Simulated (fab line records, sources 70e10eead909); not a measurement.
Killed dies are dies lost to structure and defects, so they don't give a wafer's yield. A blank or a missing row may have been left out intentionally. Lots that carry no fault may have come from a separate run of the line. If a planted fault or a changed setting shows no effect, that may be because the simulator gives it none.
Which tool was responsible? / flow nand-harc / 13 lots with 37 wafers sampled at 5 steps, on a route of 1159 steps

WHAT THE GAUGES SHOWED, per wafer
NHARC_P_M0_CD_MEAS_16.
lot=L729; measured=day 5 18:46; on=cd-sem-01; cd-nm (nm)=89.7 91.0 89.8
lot=L730; measured=day 6 04:36; on=cd-sem-03; cd-nm (nm)=89.8 89.5 88.7
lot=L731; measured=day 6 05:02; on=cd-sem-03; cd-nm (nm)=90.4 88.1 89.9
lot=L732; measured=day 6 12:38; on=cd-sem-02; cd-nm (nm)=87.7 88.3 89.1
lot=L733; measured=day 6 22:48; on=cd-sem-03; cd-nm (nm)=88.9 90.1 89.1
lot=L734; measured=day 7 06:44; on=cd-sem-02; cd-nm (nm)=89.5 88.8 88.2
lot=L735; measured=day 7 09:51; on=cd-sem-03; cd-nm (nm)=87.6 89.5 89.7
lot=L736; measured=day 7 18:22; on=cd-sem-01; cd-nm (nm)=90.1 90.5 88.9
lot=L737; measured=day 7 19:07; on=cd-sem-02; cd-nm (nm)=91.5 89.4 89.7
lot=L738; measured=day 8 06:54; on=cd-sem-01; cd-nm (nm)=87.8 89.8 91.5
lot=L739; measured=day 8 07:26; on=cd-sem-03; cd-nm (nm)=88.5 90.1 90.7
lot=L740; measured=day 8 21:00; on=cd-sem-02; cd-nm (nm)=90.6 88.6 88.9
lot=L745; measured=day 10 02:37; on=cd-sem-03; cd-nm (nm)=90.4

NHARC_END_SORT_01.
lot=L745; measured=day 24 17:58; on=prober-01; killed-at-array=34; killed-at-other=0; killed-at-periphery=12; killed-dies=46; killed-open=3; killed-short=2

EACH LOT AND THE TOOL THAT RAN IT (in order: tool; ch and the chambers of the sampled wafers; start)
lot=L729; NHARC_P_CONTACT_DEGAS_38=pvd-sputter-01, day 5 15:33; NHARC_P_CONTACT_PRE_CLEAN_39=pvd-sputter-01, day 5 15:37; NHARC_P_CONTACT_ALD_22=ald-metal-03 ch 1,3, day 5 15:47
lot=L730; NHARC_P_CONTACT_DEGAS_38=pvd-sputter-03, day 5 21:08; NHARC_P_CONTACT_PRE_CLEAN_39=pvd-sputter-03, day 5 21:13; NHARC_P_CONTACT_ALD_22=ald-metal-03 ch 0,1, day 5 21:23
lot=L731; NHARC_P_CONTACT_DEGAS_38=pvd-sputter-02, day 5 22:20; NHARC_P_CONTACT_PRE_CLEAN_39=pvd-sputter-02, day 5 22:25; NHARC_P_CONTACT_ALD_22=ald-metal-01 ch 0,2,3, day 5 22:35
lot=L732; NHARC_P_CONTACT_DEGAS_38=pvd-sputter-01, day 6 09:16; NHARC_P_CONTACT_PRE_CLEAN_39=pvd-sputter-01, day 6 09:18; NHARC_P_CONTACT_ALD_22=ald-metal-03 ch 0,1,2, day 6 09:31
lot=L733; NHARC_P_CONTACT_DEGAS_38=pvd-sputter-02, day 6 19:43; NHARC_P_CONTACT_PRE_CLEAN_39=pvd-sputter-02, day 6 19:47; NHARC_P_CONTACT_ALD_22=ald-metal-02 ch 1,2,3, day 6 19:58
lot=L734; NHARC_P_CONTACT_DEGAS_38=pvd-sputter-01, day 6 22:32; NHARC_P_CONTACT_PRE_CLEAN_39=pvd-sputter-01, day 6 22:37; NHARC_P_CONTACT_ALD_22=ald-metal-02 ch 0,1,2, day 6 22:50
lot=L735; NHARC_P_CONTACT_DEGAS_38=pvd-sputter-03, day 7 06:41; NHARC_P_CONTACT_PRE_CLEAN_39=pvd-sputter-03, day 7 06:44; NHARC_P_CONTACT_ALD_22=ald-metal-01 ch 0,2,3, day 7 06:55
lot=L736; NHARC_P_CONTACT_DEGAS_38=pvd-sputter-01, day 7 13:25; NHARC_P_CONTACT_PRE_CLEAN_39=pvd-sputter-01, day 7 13:28; NHARC_P_CONTACT_ALD_22=ald-metal-02 ch 1,2, day 7 13:38
lot=L737; NHARC_P_CONTACT_DEGAS_38=pvd-sputter-03, day 7 14:20; NHARC_P_CONTACT_PRE_CLEAN_39=pvd-sputter-03, day 7 14:24; NHARC_P_CONTACT_ALD_22=ald-metal-03 ch 0,2,3, day 7 14:40
lot=L738; NHARC_P_CONTACT_DEGAS_38=pvd-sputter-02, day 8 03:45; NHARC_P_CONTACT_PRE_CLEAN_39=pvd-sputter-02, day 8 03:49; NHARC_P_CONTACT_ALD_22=ald-metal-03 ch 1,2,3, day 8 03:59
lot=L739; NHARC_P_CONTACT_DEGAS_38=pvd-sputter-01, day 8 04:16; NHARC_P_CONTACT_PRE_CLEAN_39=pvd-sputter-01, day 8 04:19; NHARC_P_CONTACT_ALD_22=ald-metal-01 ch 0,1,2, day 8 04:30
lot=L740; NHARC_P_CONTACT_DEGAS_38=pvd-sputter-01, day 8 18:08; NHARC_P_CONTACT_PRE_CLEAN_39=pvd-sputter-01, day 8 18:11; NHARC_P_CONTACT_ALD_22=ald-metal-03 ch 0,1,2, day 8 18:23
lot=L745; NHARC_P_CONTACT_DEGAS_38=pvd-sputter-01, day 9 19:59; NHARC_P_CONTACT_PRE_CLEAN_39=pvd-sputter-01, day 9 20:02; NHARC_P_CONTACT_ALD_22=ald-metal-03 ch 3, day 9 20:13
- NHARC_P_CONTACT_DEGAS_38: time 60 s.
- NHARC_P_CONTACT_PRE_CLEAN_39: time 19.5 s.
- NHARC_P_CONTACT_ALD_22: deposits TiN, target thk 3 nm, pulse time 1 s, ald cycles 150.

AS READ BY THE TOOLS THEMSELVES (means over the sampled wafers that have a number; for cases with no such wafer, the mark the record gives instead)
NHARC_P_CONTACT_DEGAS_38.
lot=L729; tool=pvd-sputter-01; heater-power-w (W)=497
lot=L730; tool=pvd-sputter-03; heater-power-w (W)=457
lot=L731; tool=pvd-sputter-02; heater-power-w (W)=463
lot=L732; tool=pvd-sputter-01; heater-power-w (W)=493
lot=L733; tool=pvd-sputter-02; heater-power-w (W)=490
lot=L734; tool=pvd-sputter-01; heater-power-w (W)=476
lot=L735; tool=pvd-sputter-03; heater-power-w (W)=473
lot=L736; tool=pvd-sputter-01; heater-power-w (W)=505
lot=L737; tool=pvd-sputter-03; heater-power-w (W)=454
lot=L738; tool=pvd-sputter-02; heater-power-w (W)=466
lot=L739; tool=pvd-sputter-01; heater-power-w (W)=502
lot=L740; tool=pvd-sputter-01; heater-power-w (W)=486
lot=L745; tool=pvd-sputter-01; heater-power-w (W)=505

NHARC_P_CONTACT_ALD_22.
lot=L729; tool=ald-metal-03; heater-power-w (W)=1171; precursor-pulse-height-rel=0.994
lot=L730; tool=ald-metal-03; heater-power-w (W)=1191; precursor-pulse-height-rel=0.998
lot=L731; tool=ald-metal-01; heater-power-w (W)=986; precursor-pulse-height-rel=1.006
lot=L732; tool=ald-metal-03; heater-power-w (W)=1125; precursor-pulse-height-rel=1.011
lot=L733; tool=ald-metal-02; heater-power-w (W)=1060; precursor-pulse-height-rel=0.990
lot=L734; tool=ald-metal-02; heater-power-w (W)=984; precursor-pulse-height-rel=1.006
lot=L735; tool=ald-metal-01; heater-power-w (W)=964; precursor-pulse-height-rel=1.002
lot=L736; tool=ald-metal-02; heater-power-w (W)=995; precursor-pulse-height-rel=1.014
lot=L737; tool=ald-metal-03; heater-power-w (W)=1077; precursor-pulse-height-rel=1.000
lot=L738; tool=ald-metal-03; heater-power-w (W)=1124; precursor-pulse-height-rel=0.988
lot=L739; tool=ald-metal-01; heater-power-w (W)=1007; precursor-pulse-height-rel=1.002
lot=L740; tool=ald-metal-03; heater-power-w (W)=1158; precursor-pulse-height-rel=1.008
lot=L745; tool=ald-metal-03; heater-power-w (W)=1105; precursor-pulse-height-rel=1.026

THE ANSWER, worked out from the rows above alone
Rule: what is usual is taken from the lots themselves. The widest of any qualifying gaps counts: lots, ordered by their means at a reading, are off when they make up no more than a third of the lots, leave a main group of 4 or more, and stand apart from it by 3 or more times the standard deviation of that group's means. A main group is skipped when, at the precision printed for the reading in the tables above, its means are all equal. A lot without any number at a reading at which 4 lots or more have one is off too. The other lots that the step has rows for count as sound. Order of review: gauges by route order, followed by the tools' own readings, for which a lot's mean as printed above is used. At the first step where some lot is off, the reading lying furthest off is the one used; lots without a number count as furthest.
Nothing can be told from this: no lot is off at any reading shown.

WHAT THE SIMULATOR HAD INSERTED
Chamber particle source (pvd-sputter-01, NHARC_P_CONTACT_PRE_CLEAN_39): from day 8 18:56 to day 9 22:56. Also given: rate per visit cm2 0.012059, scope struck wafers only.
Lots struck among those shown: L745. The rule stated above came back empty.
